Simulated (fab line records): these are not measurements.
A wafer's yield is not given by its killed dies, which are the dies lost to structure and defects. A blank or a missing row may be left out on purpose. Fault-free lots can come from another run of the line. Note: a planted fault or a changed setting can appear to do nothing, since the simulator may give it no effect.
Split-lot study | flow n5Finfet | 39 wafers read across 7 lots, on a route 1938 steps long

== ABOUT THE SPLIT ==
At N5_ZERO_LAYER_PECVD_02 (deposits SiO2 from SiH4/N2O, target thk 10 nm, time 6 s), the setting timeS was moved away from the recipe's 6 s on 15 of the 39 wafers read, by -58.3% to +22.7%. This setting was run at the recipe's value on the other wafers.

The reading is taken at the split's own step.

== THE READING ==
SiO2_of_ZERO_LAYER_PECVD_02.thkNm (the simulator's own value, which no gauge read), in nm, at N5_ZERO_LAYER_PECVD_02 (deposits SiO2 from SiH4/N2O, target thk 10 nm, time 6 s). The file does not state a usual value for it. Across the 24 wafers here that went through the recipe, the average is 9.982 nm and the standard deviation 0.15 nm.

wafer  | tool, chamber at the split | timeS as run, s | against the recipe | SiO2_of_ZERO_LAYER_PECVD_02.thkNm, nm | against lot-mates on the recipe
L078.1 | pecvd-04, 2                | 2.501           | -58.3%             | 4.252                                 | -5.811
L078.2 | pecvd-04, 0                | 2.501           | -58.3%             | 4.016                                 | -6.047
L078.3 | pecvd-04, 1                | 6               | recipe             | 9.979                                 | -
L078.4 | pecvd-04, 0                | 2.501           | -58.3%             | 4.245                                 | -5.818
L078.5 | pecvd-04, 2                | 6               | recipe             | 10.06                                 | -
L078.6 | pecvd-04, 1                | 6               | recipe             | 10.15                                 | -
L079.1 | pecvd-02, 1                | 5.033           | -16.1%             | 8.06                                  | -1.821
L079.2 | pecvd-02, 2                | 6               | recipe             | 9.988                                 | -
L079.3 | pecvd-02, 0                | 6               | recipe             | 9.675                                 | -
L079.4 | pecvd-02, 1                | 5.033           | -16.1%             | 8.365                                 | -1.516
L079.5 | pecvd-02, 0                | 5.033           | -16.1%             | 8.181                                 | -1.700
L079.6 | pecvd-02, 2                | 6               | recipe             | 9.981                                 | -
L080.1 | pecvd-04, 2                | 3.653           | -39.1%             | 5.884                                 | -4.040
L080.2 | pecvd-04, 1                | 6               | recipe             | 9.851                                 | -
L080.3 | pecvd-04, 0                | 6               | recipe             | 9.811                                 | -
L080.4 | pecvd-04, 0                | 3.653           | -39.1%             | 6.026                                 | -3.898
L080.5 | pecvd-04, 1                | 6               | recipe             | 10.11                                 | -
L080.6 | pecvd-04, 2                | 3.653           | -39.1%             | 6.073                                 | -3.851
L081.1 | pecvd-04, 2                | 5.024           | -16.3%             | 8.393                                 | -1.635
L081.2 | pecvd-04, 0                | 6               | recipe             | 9.963                                 | -
L081.3 | pecvd-04, 1                | 6               | recipe             | 10.01                                 | -
L081.4 | pecvd-04, 2                | 5.024           | -16.3%             | 8.435                                 | -1.593
L081.5 | pecvd-04, 0                | 6               | recipe             | 10.11                                 | -
L081.6 | pecvd-04, 1                | 5.024           | -16.3%             | 8.593                                 | -1.435
L083.1 | pecvd-04, 2                | 6               | recipe             | 10.07                                 | -
L083.2 | pecvd-04, 0                | 6               | recipe             | 9.974                                 | -
L083.6 | pecvd-04, 0                | 6               | recipe             | 10.08                                 | -
L096.1 | pecvd-04, 1                | 6               | recipe             | 9.655                                 | -
L096.2 | pecvd-04, 0,2              | 7.363           | +22.7%             | 12.15                                 | +2.318
L096.3 | pecvd-04, 0,2              | 7.363           | +22.7%             | 12.15                                 | +2.318
L096.4 | pecvd-04, 1                | 6               | recipe             | 9.944                                 | -
L096.5 | pecvd-04, 0                | 6               | recipe             | 9.896                                 | -
L096.6 | pecvd-04, 2                | 7.363           | +22.7%             | 12.12                                 | +2.288
L097.1 | pecvd-04, 2                | 6               | recipe             | 10.01                                 | -
L097.2 | pecvd-04, 0                | 6               | recipe             | 9.954                                 | -
L097.3 | pecvd-04, 1                | 6               | recipe             | 9.75                                  | -
L097.4 | pecvd-04, 0                | 6               | recipe             | 10.22                                 | -
L097.5 | pecvd-04, 1                | 6               | recipe             | 10.07                                 | -
L097.6 | pecvd-04, 2                | 6               | recipe             | 10.25                                 | -
Rows listing several chambers each stand for several wafers; the file does not say which wafer went through which chamber.

FIT RESULTS
A straight line over all 39 wafers: SiO2_of_ZERO_LAYER_PECVD_02.thkNm changes by +0.0996 nm for each +1% of timeS; r = +1.00; the points scatter about the line by 0.15 nm.
The same after taking each lot's own level away (the mean of its wafers on the recipe; 39 wafers): +0.101 nm for each +1%; r = +1.00; scatter 0.12 nm.
Per that fit: largest timeS move, reading shift of 5.9 nm.
Measured against the standard deviation above, the lots' own levels, which go from 9.8317 to 10.0630 nm, span 1.6 times it.
The two slopes agree, so the slope changes little with the lot-to-lot level.
Check: for one of the wafers moved furthest among these (-58.3%), held out of the fit, the line's prediction against its lot-mates is -5.9 nm. It came out at -5.81 nm against them.

== THE FILE'S OWN FIT ==
SiO2_of_ZERO_LAYER_PECVD_02.thkNm changes by +0.101 nm for each +1% of timeS, r = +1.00.
